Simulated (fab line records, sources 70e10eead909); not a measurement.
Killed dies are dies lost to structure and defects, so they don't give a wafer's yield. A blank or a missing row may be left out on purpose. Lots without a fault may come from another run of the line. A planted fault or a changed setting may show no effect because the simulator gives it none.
Chamber matching | flow nand_harc | NHARC_P_M2_DEP_33 on pecvd-03: 3 sister chambers
The step deposits SiCN, target thk 30 nm. 6 wafers are shown with their chamber, then 7 later ones without.

WAFERS WITH THEIR CHAMBER
wafer  | chamber | heater_power_w (W)
L083.3 | 0       | 515
L086.1 | 1       | 585
L086.2 | 2       | 454
L086.4 | 2       | 466
L087.2 | 1       | 537
L087.4 | 0       | 446

WAFERS WITHOUT THEIR CHAMBER
wafer  | heater_power_w (W)
L087.5 | 466
L094.2 | 512
L094.3 | 584
L094.4 | 448
L096.1 | 487
L096.3 | 428
L096.5 | 430

WHICH CHAMBER EACH WENT THROUGH
wafer  | from the rows above          | in truth
L087.5 | can't be placed: 2 or 0      | 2
L094.2 | can't be placed: 0 or 1 or 2 | 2
L094.3 | 1                            | 1
L094.4 | can't be placed: 2 or 0      | 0
L096.1 | can't be placed: 0 or 2 or 1 | 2
L096.3 | can't be placed: 2 or 0      | 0
L096.5 | can't be placed: 2 or 0      | 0
Placed correctly: 1 of 7. Can't be placed from these rows: 6 (the true chamber is among the candidates in 6). Placed wrongly: 0.
How it was worked out, from the rows above alone: a wafer's distance from a chamber is the root of the sum, over the readings, of the square of ((its reading less the chamber's mean) divided by the reading's scatter). The wafer belongs to the nearest chamber; if the next one is less than 2 further off, it can't be placed. A chamber's mean is the mean of its shown wafers. The scatter: the root of (the sum of the squares of (reading less its chamber's mean) over the shown wafers, divided by (wafers less chambers)).
